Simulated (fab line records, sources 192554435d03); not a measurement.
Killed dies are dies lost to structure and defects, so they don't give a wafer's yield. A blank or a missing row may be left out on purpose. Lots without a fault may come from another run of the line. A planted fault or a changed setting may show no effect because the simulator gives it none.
Split-lot experiment | flow n5_finfet | 7 lots, 21 wafers read, on a route of 1938 steps

THE SPLIT
At N5_BEOL_M8_COAT_71 (time 60 s, resist thk 5 nm), the setting spin_rpm was moved away from the recipe's 1500 rpm on 8 of the 21 wafers read, by +4.3% to +11.1%. The other wafers ran this setting at the recipe's value.

FROM THE SPLIT TO THE READING: what the file shows between them, 3 steps
- N5_BEOL_M8_COAT_22: resist thk 30 nm
- N5_BEOL_M8_EBR_24
- N5_BEOL_M8_DESCUM_33: chemistry O2, time 7 s

THE READING
etch.depth_nm (the simulator's own value, which no gauge read), in nm, at N5_BEOL_M8_ETCH_72 (etches underlayer in N2/H2, target depth 6.5 nm, time 5.2 s). The file gives no usual value for it. The 13 wafers here that ran the recipe average 5.010 nm, standard deviation 0.0085 nm.

wafer  | tool, chamber at the split | spin_rpm as run, rpm | against the recipe | etch.depth_nm, nm | against lot-mates on the recipe
L074.2 | litho_track-04, 0          | 1500                 | recipe             | 5.029             | -
L074.5 | litho_track-04, 0          | 1500                 | recipe             | 5.015             | -
L074.6 | litho_track-04, 0          | 1587                 | +5.8%              | 4.89              | -0.132
L082.1 | litho_track-05, 0          | 1667                 | +11.1%             | 4.755             | -0.248
L082.3 | litho_track-05, 0          | 1500                 | recipe             | 5.01              | -
L082.5 | litho_track-05, 0          | 1500                 | recipe             | 4.996             | -
L089.2 | litho_track-04, 0          | 1500                 | recipe             | 5.004             | -
L089.3 | litho_track-04, 0          | 1500                 | recipe             | 5.009             | -
L089.5 | litho_track-04, 0          | 1612                 | +7.5%              | 4.822             | -0.184
L090.3 | litho_track-01, 0          | 1591                 | +6.1%              | 4.866             | -0.141
L090.5 | litho_track-01, 0          | 1500                 | recipe             | 5.005             | -
L090.6 | litho_track-01, 0          | 1500                 | recipe             | 5.009             | -
L093.1 | litho_track-01, 0          | 1565                 | +4.3%              | 4.915             | -0.092
L093.4 | litho_track-01, 0          | 1500                 | recipe             | 5.007             | -
L093.6 | litho_track-01, 0          | 1565                 | +4.3%              | 4.894             | -0.113
L094.1 | litho_track-01, 0          | 1626                 | +8.4%              | 4.807             | -0.214
L094.3 | litho_track-01, 0          | 1500                 | recipe             | 5.021             | -
L094.4 | litho_track-01, 0          | 1626                 | +8.4%              | 4.805             | -0.216
L097.1 | litho_track-05, 0          | 1500                 | recipe             | 5                 | -
L097.3 | litho_track-05, 0          | 1500                 | recipe             | 5.016             | -
L097.4 | litho_track-05, 0          | 1500                 | recipe             | 5.005             | -

THE FIT
A straight line over all 21 wafers: etch.depth_nm changes by -0.0236 nm for each +1% of spin_rpm; r = -0.99; the points scatter about the line by 0.0095 nm.
The same after taking each lot's own level away (the mean of its wafers on the recipe; 21 wafers): -0.0239 nm for each +1%; r = -1.00; scatter 0.0086 nm.
On that fit, the largest move of spin_rpm shifts the reading by 0.27 nm.
The lots' own levels span 5.0030 to 5.0220 nm, that is 2.2 times the standard deviation above.
So the lot-to-lot level changes the slope little: the two slopes agree.
Check: with one of the wafers moved furthest among these (+11.1%) left out of the fit, the line predicts -0.274 nm for it against its lot-mates. It came out at -0.248 nm against them.

OTHER SPLITS ON THESE WAFERS
These wafers also went through other splits before the reading. Each is held against what the fit with the lots' levels taken away leaves over:
other split on the same wafers   | wafers away from the commonest value | r with etch.depth_nm (lot level and that fit taken away)
N5_BEOL_M7_DESCUM_33 time_s      | 3                                    | -0.15
N5_BEOL_M7_TRENCH_ETCH_37 time_s | 5                                    | +0.05
N5_BEOL_M8_ETCH_61 bias_w        | 9                                    | +0.07

THE FILE'S OWN FIT
etch.depth_nm changes by -0.0236 nm for each +1% of spin_rpm, r = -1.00.
